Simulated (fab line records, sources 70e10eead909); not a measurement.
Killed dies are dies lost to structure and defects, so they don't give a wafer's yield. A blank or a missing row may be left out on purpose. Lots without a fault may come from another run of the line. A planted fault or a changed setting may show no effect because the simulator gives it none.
Problem report in the 8D (eight disciplines) form, filled by code | flow nand_harc | the parts of the form that need people (team, actions taken, sign-off) are left out

1. THE PROBLEM
rf_fwd_power_W at NHARC_A_M1_ETCH_15 reads a mean of 499.1 W on 6 wafers of 2 lots; wafers without a fault read 595.9 W with a standard deviation of 2. That is -48 standard deviations from the usual mean.
The step: etches the open film in C4F8/Ar, target depth 182.5 nm, time 91.2 s.
First seen on wafer L130.2, day 25 14:22, on rie_diel-04. The record holds 42 wafers of 14 lots with a number at this step. Rule for "out", or "out of limits": more than 4 standard deviations from the usual mean. The other wafers with a number count as sound.

2. WHAT IT IS AND WHAT IT IS NOT
question                    | is                     | is not
which readings at this step | rf_fwd_power_W         | rf_vpp_V
which lots                  | L130, L131             | L124, L127, L132, L138, L139, L141, L142, L143, L144, L145, L146, L147
which wafers of those lots  | all that have a number | -
read on which tools         | rie_diel-04            | rie_diel-02, rie_diel-07
when                        | from day 25 14:22      | up to then (6 sound wafers); but 30 sound wafers of L132, L138, L139, L141, L142, L143, L144, L145, L146, L147 came after

3. SUSPECTS, AND WHAT RULES EACH OUT
Counting: a tool at a process step up to the reading stays a suspect if it ran every lot that is out and no sound lot after the first of them.
- rie_diel-04 at NHARC_A_M1_ETCH_15 (etches the open film in C4F8/Ar, target depth 182.5 nm, time 91.2 s): ruled out as a lasting fault. Sound lots L139, L142, L145, L144 ran on it after its first lot that is out, L130 (day 25 14:22).
Left after counting: nothing in the record.

4. THE CAUSE (what the simulator had put in)
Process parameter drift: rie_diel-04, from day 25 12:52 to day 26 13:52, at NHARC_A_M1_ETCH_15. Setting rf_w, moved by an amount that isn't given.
Counting ruled it out, wrongly.

5. THE CHAIN OF EFFECTS, in route order
Each row: a reading whose mean over the struck wafers that have a number lies more than 3 standard deviations from the usual. Only readings for which the record gives a usual standard deviation are gone through. hours: the time from each lot's start at the first step in this table that gives one to its start at this step, as a median over the lots. sigmas: the change in usual standard deviations.
hours | step               | reading        | usual      | on struck wafers | change | sigmas
0     | NHARC_A_M1_ETCH_15 | oes_product_au | 0.945 a.u. | 0.847            | -0.098 | -4.3
0     | NHARC_A_M1_ETCH_15 | rf_fwd_power_W | 595.9 W    | 499.1            | -96.8  | -48
The process steps in it:
- NHARC_A_M1_ETCH_15: etches the open film in C4F8/Ar, target depth 182.5 nm, time 91.2 s.

6. WHAT WOULD HAVE CAUGHT IT SOONER
In this record the first reading out of limits was taken at day 25 14:22, 2 hours after the fault began at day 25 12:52.
